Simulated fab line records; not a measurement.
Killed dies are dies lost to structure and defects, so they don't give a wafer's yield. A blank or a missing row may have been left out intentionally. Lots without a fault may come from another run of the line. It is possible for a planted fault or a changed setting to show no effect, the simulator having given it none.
Struck lot and sound lot, side by side / flow nandHarc / 16 out of 1302 route steps
Sound: these wafers, L606.1, L606.2, L606.4. Struck: wafers L612.3, L612.4, L612.5. The cause is given at the end.
Order at every step that has rows: each side's tool, ch and its chambers, its first start. Under that, the readings that differ: sound wafers / struck wafers / difference of the means / sigmas: that difference in standard deviations of wafers without a fault.
alike: same words and numbers on both sides, and readings whose means sit less than 2 such deviations apart. not compared: any withheld reading, any reading some wafer has no value for, any bound like >300 that may hide the same value, and any number with overlapping values for which the record gives no deviation.
The two part at a step that has a row with sigmas, a row that says differs or no value, or rows on one side only. Non-overlapping numbers with no deviation appear without sigmas and do not part them. Lack of a reading on every wafer of one side parts them only where that side has two or more wafers.

NHARC_A_M0_DESCUM_14: chemistry O2, time 3 s.
  sound on rieDiel-12 ch 0,1,3, day 22 10:55; struck on rieDiel-06 ch 1,2,3, day 25 21:38
  alike: drypumpMotorCurrentA, oesProductAu, rfVppV, showerheadPlenumPTorr, throttleValvePct
  not compared: rfHoursCounterH
then, 1 step without rows for these wafers: NHARC_A_M0_ETCH_34 (etches the open film in N2/H2, target depth 40 nm, overetch 12 nm, time 43.94 s).
NHARC_A_M0_ETCH_15: etches the open film in C4F8/Ar, target depth 150 nm, overetch 15 nm, time 82.5 s.
  sound: rieDiel-12 ch 1,2,3; struck: rieDiel-06 ch 1,2,3
  alike: oesProductAu, rfVppV
  not compared: rfHoursCounterH
NHARC_A_M0_CD_MEAS_16:
  sound: cdSem-03 at day 22 11:13; struck: cdSem-01 at day 25 21:59
  alike: cdNm
NHARC_A_M0_STRIP_18: strips in N2/H2.
  sound on rieDiel-08 ch 0,1,3, day 22 11:18; struck on rieDiel-08 ch 1,2,3, day 25 22:04
  alike: drypumpMotorCurrentA, oesProductAu, rfVppV, showerheadPlenumPTorr, throttleValvePct
  not compared: rfHoursCounterH
then, 2 steps without rows for these wafers: NHARC_A_M0_STRIP_19 (strips in post etch residue remover, time 600 s); NHARC_A_M0_DEGAS_28 (time 60 s).
NHARC_A_M0_PRE_CLEAN_29: time 30 s.
  sound on pvdSputter-02; struck on pvdSputter-02
  alike: heaterPowerW
then, 1 step without rows for these wafers: NHARC_A_M0_PVD_20 (deposits TaN, target thk 5 nm, time 8.06 s).
NHARC_A_M0_PVD_21: deposits Cu, target thk 30 nm, time 20.49 s.
  sound on pvdSputter-02; struck on pvdSputter-02
  alike: throttleValvePct
then, 2 steps without rows for these wafers: NHARC_A_M0_ECD_22 (material Cu, target thk 400 nm); NHARC_A_M0_ANNEAL_30 (time 90 s).
NHARC_A_M0_CMP_23: polishes, t overpolish 20 s, target thk 113.75 nm.
  sound on cmp-04 ch 0,2,3, day 22 12:58; struck on cmp-02 ch 0,3, day 25 23:40
reading=timeToEndpointS (s); sound=30.6 29.6 32.8; struck=17.7 15.7 17.8; difference=-13.9; sigmas=-7
  alike: edgeZonePressureFrac, motorCurrentA
NHARC_A_M0_THK_MEAS_24: measures by xrf.
  sound: filmMetro-02 at day 22 13:15; struck: filmMetro-01 at day 25 23:59
reading=thkNm (nm); sound=111.6 112.4 111.9; struck=107.0 107.2 108.1; difference=-4.5; sigmas=-3
next, for these wafers, 1 step has no rows: NHARC_A_M0_SRD_25.
-- break in the record here, with 6 days between the starts of the struck wafers on either side (left off in module A_M0, picked up again in module END, where the first step shown is number 1302 on the route) --
NHARC_END_SORT_01:
  sound on prober-01 ch 0, day 24 02:47; struck on prober-01 ch 0, day 32 00:38
  alike: defectLimitedYield, killedAtArray, killedAtOther, killedAtPeriphery, killedDies, killedOpen, killedShort, sort_bin_2_pct, sort_bin_3_pct, sort_bin_4_pct, sortNPass, sortRimYieldPct, sortYieldPct

WHERE THEY PART
At NHARC_A_M0_CMP_23 first; at NHARC_A_M0_THK_MEAS_24 last (within this record only). Later steps at which nothing parts them and some readings are alike: NHARC_END_SORT_01.

WHY: the cause the simulator had injected
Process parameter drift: cmp-02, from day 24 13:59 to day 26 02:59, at NHARC_A_M0_CMP_23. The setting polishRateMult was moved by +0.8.
